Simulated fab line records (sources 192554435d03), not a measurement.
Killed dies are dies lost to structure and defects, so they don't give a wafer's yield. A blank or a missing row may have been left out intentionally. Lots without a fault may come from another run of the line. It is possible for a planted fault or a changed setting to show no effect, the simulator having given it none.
Split-lot study | flow n5Finfet | 7 lots, 21 wafers read, on a route of 1938 steps

## ABOUT THE SPLIT
At N5_BEOL_M6_COAT_60 (time 60 s, resist thk 35 nm), the setting spinRpm was moved away from the recipe's 1500 rpm on 5 of the 21 wafers read, by +8.1% to +10.9%. All remaining wafers had this setting at the recipe value.

## FROM THE SPLIT TO THE READING: what the file shows between them, 3 steps
- N5_BEOL_M6_COAT_05: resist thk 90 nm
- N5_BEOL_M6_EBR_07
- N5_BEOL_M6_DESCUM_16: chemistry O2, time 7.9 s

## THE READING
CAR-ArF_of_BEOL_M6_COAT_05.thkNm (the simulator's own value, which no gauge read), in nm, at N5_BEOL_M6_ETCH_61 (etches SiARC in CF4, target depth 45.5 nm, time 75.8 s). No usual value for it is given in the file. The 16 wafers here that ran the recipe average 50.9 nm, standard deviation 0.14 nm.

wafer  | tool, chamber at the split | spinRpm as run, rpm | against the recipe | CAR-ArF_of_BEOL_M6_COAT_05.thkNm, nm | against lot-mates on the recipe
L076.2 | lithoTrack-01, 0           | 1500                | recipe             | 51                                   | -
L076.4 | lithoTrack-01, 0           | 1500                | recipe             | 50.8                                 | -
L076.5 | lithoTrack-01, 0           | 1500                | recipe             | 51                                   | -
L078.2 | lithoTrack-01, 0           | 1633                | +8.9%              | 52.2                                 | +1.6
L078.3 | lithoTrack-01, 0           | 1500                | recipe             | 50.6                                 | -
L078.4 | lithoTrack-01, 0           | 1633                | +8.9%              | 52.4                                 | +1.8
L079.4 | lithoTrack-01, 0           | 1500                | recipe             | 51                                   | -
L079.5 | lithoTrack-01, 0           | 1500                | recipe             | 50.8                                 | -
L079.6 | lithoTrack-01, 0           | 1622                | +8.1%              | 52.4                                 | +1.5
L081.1 | lithoTrack-01, 0           | 1500                | recipe             | 51                                   | -
L081.2 | lithoTrack-01, 0           | 1664                | +10.9%             | 52.8                                 | +1.8
L081.6 | lithoTrack-01, 0           | 1664                | +10.9%             | 52.4                                 | +1.4
L083.3 | lithoTrack-01, 0           | 1500                | recipe             | 51                                   | -
L083.4 | lithoTrack-01, 0           | 1500                | recipe             | 51                                   | -
L083.5 | lithoTrack-01, 0           | 1500                | recipe             | 51                                   | -
L084.2 | lithoTrack-03, 0           | 1500                | recipe             | 51                                   | -
L084.3 | lithoTrack-03, 0           | 1500                | recipe             | 51                                   | -
L084.6 | lithoTrack-03, 0           | 1500                | recipe             | 50.8                                 | -
L096.2 | lithoTrack-01, 0           | 1500                | recipe             | 50.8                                 | -
L096.4 | lithoTrack-01, 0           | 1500                | recipe             | 50.6                                 | -
L096.5 | lithoTrack-01, 0           | 1500                | recipe             | 50.8                                 | -

FIT RESULTS
A straight line over all 21 wafers: CAR-ArF_of_BEOL_M6_COAT_05.thkNm changes by +0.161 nm for each +1% of spinRpm; r = +0.98; the points scatter about the line by 0.16 nm.
The same after taking each lot's own level away (the mean of its wafers on the recipe; 21 wafers): +0.166 nm for each +1%; r = +0.98; scatter 0.15 nm.
The reading moves by 1.8 nm for the largest change in spinRpm, on that fit.
Measured against the standard deviation above, the lots' own levels, which go from 50.60 to 51.00 nm, span 2.8 times it.
So the lot-to-lot level changes the slope little: the two slopes agree.
Check: +1.84 nm against its lot-mates is what the line predicts for one of the wafers moved furthest among these (+10.9%) when that wafer is left out of the fit. Against them it came out at +1.8 nm.

## THE OTHER SPLITS THESE WAFERS WENT THROUGH
Note: prior to the reading, these wafers also went through further splits. Each is held against what the fit with the lots' levels taken away leaves over:
other split on the same wafers | wafers away from the commonest value | r with CAR-ArF_of_BEOL_M6_COAT_05.thkNm (lot level and that fit taken away)
N5_BEOL_M3_COAT_05 spinRpm     | 6                                    | -0.13
N5_BEOL_M4_COAT_62 spinRpm     | 4                                    | +0.27
N5_BEOL_M4_COAT_73 tempC       | 10                                   | -0.27
N5_BEOL_M5_COAT_22 spinRpm     | 6                                    | +0.32
N5_BEOL_M5_EXPOSE_25 doseMj    | 7                                    | -0.24

## THE WHOLE CHAIN: every reading that the file lists as answering this split, in the file's order
step               | what it does                                           | reading                                                                           | change (the file's fit)               | r (the file's)
N5_BEOL_M6_COAT_60 | time 60 s, resist thk 35 nm                            | SiARC_of_BEOL_M6_COAT_60.thkNm (the simulator's own value, which no gauge read)   | -0.164 nm for each +1% of the setting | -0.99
N5_BEOL_M6_ETCH_61 | etches SiARC in CF4, target depth 45.5 nm, time 75.8 s | etch.depthNm (the simulator's own value, which no gauge read)                     | -0.168 nm for each +1% of the setting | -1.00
N5_BEOL_M6_ETCH_61 | etches SiARC in CF4, target depth 45.5 nm, time 75.8 s | CAR-ArF_of_BEOL_M6_COAT_05.thkNm (the simulator's own value, which no gauge read) | +0.169 nm for each +1% of the setting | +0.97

## THE FILE'S OWN FIT
CAR-ArF_of_BEOL_M6_COAT_05.thkNm changes by +0.169 nm for each +1% of spinRpm, r = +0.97.
